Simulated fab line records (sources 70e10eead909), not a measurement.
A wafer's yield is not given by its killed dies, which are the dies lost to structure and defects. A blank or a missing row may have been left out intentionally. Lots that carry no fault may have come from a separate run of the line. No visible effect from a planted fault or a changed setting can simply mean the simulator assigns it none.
A lot that was struck, set against a sound lot | flow nand harc | 42 out of 1159 route steps
Sound: wafers L474.2, L474.4, L474.5. Wafers struck: L479.2, L479.4, L479.6. The cause is given at the end.
Each step with rows lists, per side, the tool, then ch with its chambers, then its first start. Under that, the readings that differ: sound wafers | struck wafers | difference of the means | sigmas: that difference in standard deviations of wafers without a fault.
alike: words and numbers the same on both sides, and readings whose means are apart by under 2 such deviations; not compared: readings that were withheld, readings missing a value for some wafer, numbers with overlapping values and no deviation given by the record, and bounds like >300 which may hide the same value.
The two part at a step that has a row with sigmas, a row that says differs or no value, or rows on one side only. Numbers that have no deviation but don't overlap get no sigmas and don't part them. A reading missing from all wafers of one side parts the sides only when that side holds two or more wafers.

first, 4 steps without rows for these wafers: NHARC_A_CHANNEL_HOLE_D1_STRIP_41 (strips in N2/H2); NHARC_A_CHANNEL_HOLE_D1_STRIP_42 (strips in CF4/CHF3); NHARC_A_CHANNEL_HOLE_D1_STRIP_43 (strips in O2/COS); NHARC_A_CHANNEL_HOLE_D1_ETCH_44 (etches the open film in CF4/O2, target depth 140 nm, overetch 14 nm, time 77 s).
NHARC_A_CHANNEL_HOLE_D1_STRIP_27: strips in O2.
  sound: rie diel-10 ch 1,3; struck: rie diel-08 ch 2,3
  alike: chamber pressure mTorr, drypump motor current A, oes product au, rf vpp V, showerhead plenum p Torr, throttle valve pct
  not compared: rf hours counter h
then, 2 steps without rows for these wafers: NHARC_A_CHANNEL_HOLE_D1_PRECLEAN_28 (cleans in SC1); NHARC_A_CHANNEL_HOLE_D1_SRD_29.
NHARC_A_CHANNEL_HOLE_D1_CD_MEAS_30:
  sound on cd sem-02 at day 9 07:28; struck on cd sem-01 at day 10 10:46
  alike: cd nm
after that, 1 step had no rows for these wafers: NHARC_A_CHANNEL_HOLE_D1_XSEM_31.
NHARC_A_CHANNEL_HOLE_D1_INSPECT_40:
  sound on defect inspect-02 at day 9 07:39; struck on defect inspect-02 at day 10 10:58
  alike: raw defect count
then, 2 steps without rows for these wafers: NHARC_A_CHANNEL_FILL_D1_PRECLEAN_00 (cleans in SC1); NHARC_A_CHANNEL_FILL_D1_SRD_01.
NHARC_A_CHANNEL_FILL_D1_ALD_02: deposits SiO2, target thk 6 nm, pulse time 10 s, ald cycles 60.
  sound on ald hk-04 ch 0,1,2, day 9 07:50; struck on ald hk-04 ch 0,1, day 10 11:55
  reading    | sound    | struck   | difference | sigmas
  ald cycles | 60 60 60 | 31 31 31 | -29        |
  alike: heater power w, precursor pulse height rel
then, 1 step without rows for these wafers: NHARC_A_CHANNEL_FILL_D1_ALD_03 (deposits SiNx, target thk 6 nm, pulse time 60 s, ald cycles 58).
NHARC_A_CHANNEL_FILL_D1_ALD_14: deposits SiO2, target thk 2.5 nm, pulse time 10 s, ald cycles 25.
  sound on ald hk-01 ch 0,2,3, day 9 14:54; struck on ald hk-03 ch 2,3, day 10 21:07
  alike: ald cycles, heater power w, precursor pulse height rel
then, 11 steps without rows for these wafers: NHARC_A_CHANNEL_FILL_D1_ALD_15 (deposits SiNx, target thk 2 nm, pulse time 60 s, ald cycles 19); NHARC_A_CHANNEL_FILL_D1_ALD_16 (deposits SiO2, target thk 1.5 nm, pulse time 10 s, ald cycles 15); NHARC_A_CHANNEL_FILL_D1_ANNEAL_17 (time 1800 s); NHARC_A_CHANNEL_FILL_D1_CVD_18 (deposits poly-Si, target thk 3 nm); NHARC_A_CHANNEL_FILL_D1_ETCHBACK_19 (etches the open film in HBr/Cl2, target depth 5 nm, time 1.7 s); NHARC_A_CHANNEL_FILL_D1_ETCHBACK_20 (etches the open film in C4F8/O2/Ar, target depth 27 nm, time 13.5 s); NHARC_A_CHANNEL_FILL_D1_STRIP_28 (strips in O2, time 20 s); NHARC_A_CHANNEL_FILL_D1_PRECLEAN_21 (cleans in dHF, time 30 s); NHARC_A_CHANNEL_FILL_D1_SRD_23; NHARC_A_CHANNEL_FILL_D1_CVD_05 (deposits poly-Si, target thk 5 nm); NHARC_A_CHANNEL_FILL_D1_ANNEAL_22 (time 7200 s).
NHARC_A_CHANNEL_FILL_D1_THK_MEAS_06: measures by ellipsometry.
  sound on film metro-02 at day 10 23:28; struck on film metro-02 at day 12 03:58
  alike: thk nm
NHARC_A_CHANNEL_FILL_D1_ALD_25: deposits SiOx, target thk 60 nm, pulse time 10 s, ald cycles 600.
  sound on ald hk-03 ch 1,2, day 11 00:52; struck on ald hk-03 ch 0,1, day 12 10:13
  alike: ald cycles, heater power w, precursor pulse height rel
NHARC_A_CHANNEL_FILL_D1_ETCHBACK_08: etches the open film in C4F8, target depth 220 nm, time 110 s.
  sound: rie diel-09 ch 1,2,3; struck: rie diel-09 ch 1,2,3
  reading               | sound          | struck         | difference | sigmas
  oes product au (a.u.) | 0.92 0.93 0.93 | 1.02 1.01 1.03 | +0.09      | +2
  alike: chamber pressure mTorr, rf vpp V
  not compared: rf hours counter h
then, 4 steps without rows for these wafers: NHARC_A_CHANNEL_FILL_D1_STRIP_29 (strips in O2, time 20 s); NHARC_A_CHANNEL_FILL_D1_PRECLEAN_30 (cleans in dHF, time 30 s); NHARC_A_CHANNEL_FILL_D1_SRD_31; NHARC_A_CHANNEL_FILL_D1_CVD_09 (deposits poly-Si, target thk 150 nm, time 3000 s).
NHARC_A_CHANNEL_FILL_D1_CMP_10: polishes, target thk 150 nm.
  sound on cmp-04 ch 0,2,3, day 11 11:58; struck on cmp-03 ch 0,3, day 12 21:22
  alike: motor current A, time to endpoint s
  not compared: pad life wafers
then, 2 steps without rows for these wafers: NHARC_A_CHANNEL_FILL_D1_SRD_12; NHARC_A_CHANNEL_FILL_D1_RTA_24 (time 5 s).
NHARC_A_CHANNEL_FILL_D1_INSPECT_13:
  sound on defect inspect-02 at day 11 12:32; struck on defect inspect-02 at day 12 21:59
  alike: raw defect count
then, 3 steps without rows for these wafers: NHARC_A_STAIRCASE_DEP_156 (deposits SiNx, target thk 50 nm); NHARC_A_STAIRCASE_DEHYDRATE_158 (time 120 s); NHARC_A_STAIRCASE_HMDS_159 (time 30 s).
-- record jumps: 9 days between struck wafers' starts before vs after; left off in module A_STAIRCASE, resumes in module END, first step shown is number 1158 of the route --
NHARC_END_WLT_00:
  sound on prober-01 at day 19 22:04; struck on prober-02 at day 21 22:47
  reading                           | sound             | struck            | difference | sigmas
  VT_DECK1_BOTTOM                   | 0.860 0.862 0.866 | 0.837 0.833 0.836 | -0.027     | -3
  VT_DECK1_BOTTOM_INNER             | 0.855 0.859 0.864 | 0.828 0.835 0.830 | -0.028     | -4
  VT_DECK1_MEDIAN_NEAR_BOTTOM       | 0.864 0.857 0.862 | 0.834 0.838 0.830 | -0.027     | -3
  VT_DECK1_MEDIAN_NEAR_BOTTOM_INNER | 0.863 0.865 0.868 | 0.840 0.834 0.830 | -0.031     | -4
  VT_DECK1_MIDDLE                   | 0.869 0.870 0.876 | 0.839 0.838 0.840 | -0.033     | -5
  VT_DECK1_MIDDLE_INNER             | 0.869 0.873 0.876 | 0.837 0.843 0.845 | -0.031     | -5
  VT_DECK1_TOP                      | 0.884 0.888 0.887 | 0.846 0.846 0.845 | -0.041     | -6
  VT_DECK1_TOP_INNER                | 0.891 0.882 0.892 | 0.854 0.853 0.847 | -0.037     | -5
after that, 1 step had no rows for these wafers: NHARC_END_SORT_01.

## WHERE THEY PART
First at NHARC_A_CHANNEL_FILL_D1_ETCHBACK_08; last, within this record, at NHARC_END_WLT_00.

WHY: the cause the simulator had injected
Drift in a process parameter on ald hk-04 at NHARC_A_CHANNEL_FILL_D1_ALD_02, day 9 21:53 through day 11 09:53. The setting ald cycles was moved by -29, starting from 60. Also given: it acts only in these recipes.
